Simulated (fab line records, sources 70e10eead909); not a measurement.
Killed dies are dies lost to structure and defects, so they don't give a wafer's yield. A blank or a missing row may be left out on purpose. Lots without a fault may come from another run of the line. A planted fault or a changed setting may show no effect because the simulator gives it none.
A struck lot beside a sound one | flow nand_harc | 42 steps out of a route of 1302
Sound: wafers L191.1, L191.4, L191.5. Struck: wafer L200.1. (L200.6 of the same lot was not struck and is left out.) The cause comes at the end.
At each step with rows: each side's tool, then ch and its chambers, then its first start. Under that, the readings that differ: sound wafers | struck wafers | difference of the means | sigmas: that difference in standard deviations of wafers without a fault.
alike: readings whose means differ by less than 2 such deviations, and words and numbers that are the same on both sides. not compared: withheld readings, readings that some wafer has no value for, bounds like >300 that may hide the same value, and numbers for which the record gives no deviation and whose values overlap.
The two part at a step that has a row with sigmas, a row that says differs or no value, or rows on one side only. Numbers that don't overlap but have no deviation are shown without sigmas and don't part them. A reading that every wafer of one side lacks parts them only if that side has two wafers or more.

first, 4 steps without rows for these wafers: NHARC_A_SGD_CUT_PRECLEAN_18 (cleans in SC1); NHARC_A_SGD_CUT_SRD_19; NHARC_A_SGD_CUT_DEP_20 (deposits SiO2, target thk 150 nm); NHARC_A_SGD_CUT_ANNEAL_27 (time 1800 s).
NHARC_A_SGD_CUT_CMP_21: polishes, target thk 148.19 nm.
  sound on cmp-01 ch 1,2, day 20 13:46; struck on cmp-03 ch 2, day 24 20:01
  alike: motor_current_A, time_to_endpoint_s
NHARC_A_SGD_CUT_THK_MEAS_22: measures by ellipsometry.
  sound on film_metro-01, day 20 13:59; struck on film_metro-02, day 24 20:16
  alike: thk_nm
then, 4 steps without rows for these wafers: NHARC_A_SGD_CUT_SRD_23; NHARC_A_SGD_CUT_ETCH_26 (etches SiO2 in dHF, target depth 45.8 nm); NHARC_A_SGD_CUT_ETCHBACK_24 (etches the open film in CH3F/O2, target depth 50 nm, time 92.857 s); NHARC_A_SGD_CUT_STRIP_28 (strips in O2, time 20 s).
NHARC_A_SGD_CUT_INSPECT_25:
  sound on defect_inspect-02, day 20 14:28; struck on defect_inspect-01, day 24 20:43
  alike: raw_defect_count
then, 1 step without rows for these wafers: NHARC_A_SLIT_DEP_25 (deposits SiO2, target thk 200 nm).
NHARC_A_SLIT_DEP_00: deposits aC, target thk 6200 nm.
  sound on acl_dep-02 ch 0, day 20 14:52; struck on acl_dep-02 ch 0, day 24 21:08
  alike: throttle_valve_pct
then, 9 steps without rows for these wafers: NHARC_A_SLIT_DEP_23 (deposits SiON, target thk 100 nm); NHARC_A_SLIT_DEHYDRATE_01 (time 120 s); NHARC_A_SLIT_HMDS_02 (time 30 s); NHARC_A_SLIT_COAT_03 (resist thk 90 nm); NHARC_A_SLIT_SOFTBAKE_04 (time 55 s); NHARC_A_SLIT_EBR_05; NHARC_A_SLIT_EXPOSE_06 (exposes mask SLIT); NHARC_A_SLIT_PEB_07 (peb time 65 s); NHARC_A_SLIT_DEVELOP_08 (develop time 35 s).
NHARC_A_SLIT_CD_MEAS_09: target cd 300 nm.
  sound on cd_sem-02 ch 0, day 20 19:22; struck on cd_sem-03 ch 0, day 25 01:38
  alike: cd_nm
NHARC_A_SLIT_OVL_MEAS_10:
  sound on overlay-02, day 20 19:28; struck on overlay-01, day 25 01:44
  reading           | sound       | struck | difference | sigmas
  overlay_x_nm (nm) | 0.8 0.7 1.1 | -1.8   | -2.7       | -3
  overlay_y_nm (nm) | 1.2 0.6 1.0 | 2.7    | +1.8       | +2
NHARC_A_SLIT_INSPECT_11:
  sound on defect_inspect-02, day 20 19:30; struck on defect_inspect-02, day 25 01:46
  alike: raw_defect_count
then, 1 step without rows for these wafers: NHARC_A_SLIT_DESCUM_14 (chemistry O2, time 3 s).
NHARC_A_SLIT_ETCH_24: etches the open film in CF4/CHF3, target depth 121 nm, time 60.5 s.
  sound on rie_diel-04 ch 2,3, day 20 19:38; struck on rie_diel-12 ch 0, day 25 01:55
  reading               | sound             | struck | difference | sigmas
  oes_product_au (a.u.) | 0.958 0.958 0.966 | 0.932  | -0.029     | -2
  alike: drypump_motor_current_A, rf_vpp_V, showerhead_plenum_p_Torr, throttle_valve_pct
  not compared: rf_hours_counter_h
then, 1 step without rows for these wafers: NHARC_A_SLIT_ETCH_15 (etches the open film in O2/COS, target depth 6200 nm, time 1612 s).
NHARC_A_SLIT_ETCH_17: etches the open film in C4F8/O2/Ar, time 4254.5 s, target depth 20300 nm.
  sound on har_etch-01 ch 0,1, day 20 22:36; struck on har_etch-01 ch 1, day 25 03:41
  alike: drypump_motor_current_A, showerhead_plenum_p_Torr, throttle_valve_pct
  not compared: rf_hours_counter_h
then, 2 steps without rows for these wafers: NHARC_A_SLIT_ETCH_26 (etches the open film in C4F8/O2/Ar, time 90 s, target depth 400 nm); NHARC_A_SLIT_STRIP_28 (strips in O2/COS).
NHARC_A_SLIT_ETCH_29: etches the open film in CF4/O2, target depth 100 nm, overetch 10 nm, time 55 s.
  sound on rie_diel-12 ch 1,3, day 21 02:28; struck on rie_diel-10 ch 2, day 25 07:32
  reading                         | sound             | struck | difference | sigmas
  rf_vpp_V (V)                    | 195.2 196.4 195.5 | 199.9  | +4.2       | +3
  showerhead_plenum_p_Torr (Torr) | 1.24 1.26 1.24    | 1.39   | +0.14      | +2
  alike: drypump_motor_current_A, oes_product_au, throttle_valve_pct
  not compared: rf_hours_counter_h
then, 3 steps without rows for these wafers: NHARC_A_SLIT_STRIP_18 (strips in O2); NHARC_A_SLIT_PRECLEAN_19 (cleans in SC1); NHARC_A_SLIT_SRD_20.
NHARC_A_SLIT_CD_MEAS_21:
  sound on cd_sem-02, day 21 02:59; struck on cd_sem-02, day 25 08:04
  alike: cd_nm
then, 3 steps without rows for these wafers: NHARC_A_SIN_REMOVE_WET_00 (chemistry H3PO4, time 15300 s); NHARC_A_SIN_REMOVE_PRECLEAN_01 (cleans in SC1); NHARC_A_SIN_REMOVE_SRD_02.
NHARC_A_SIN_REMOVE_INSPECT_04:
  sound on defect_inspect-02, day 21 09:35; struck on defect_inspect-02, day 25 14:40
  alike: raw_defect_count
NHARC_A_WL_FILL_ALD_00: deposits Al2O3, target thk 3 nm, pulse time 3 s, ald cycles 30.
  sound on ald_hk-01 ch 0,1,3, day 21 09:43; struck on ald_hk-02 ch 1, day 25 15:58
  alike: heater_power_w, precursor_pulse_height_rel
-- the record jumps here: 4 days lie between the struck wafers' starts before and after (it left off in module A_WL_FILL and takes up again in module END, whose first step shown is number 1302 of the route) --
NHARC_END_SORT_01:
  the record has rows for the struck wafers here (prober-02 ch 0, day 29 14:52) and none for the sound ones

WHERE THEY PART
First at NHARC_A_SLIT_OVL_MEAS_10; last, within this record, at NHARC_END_SORT_01.

WHY: what the simulator had put in
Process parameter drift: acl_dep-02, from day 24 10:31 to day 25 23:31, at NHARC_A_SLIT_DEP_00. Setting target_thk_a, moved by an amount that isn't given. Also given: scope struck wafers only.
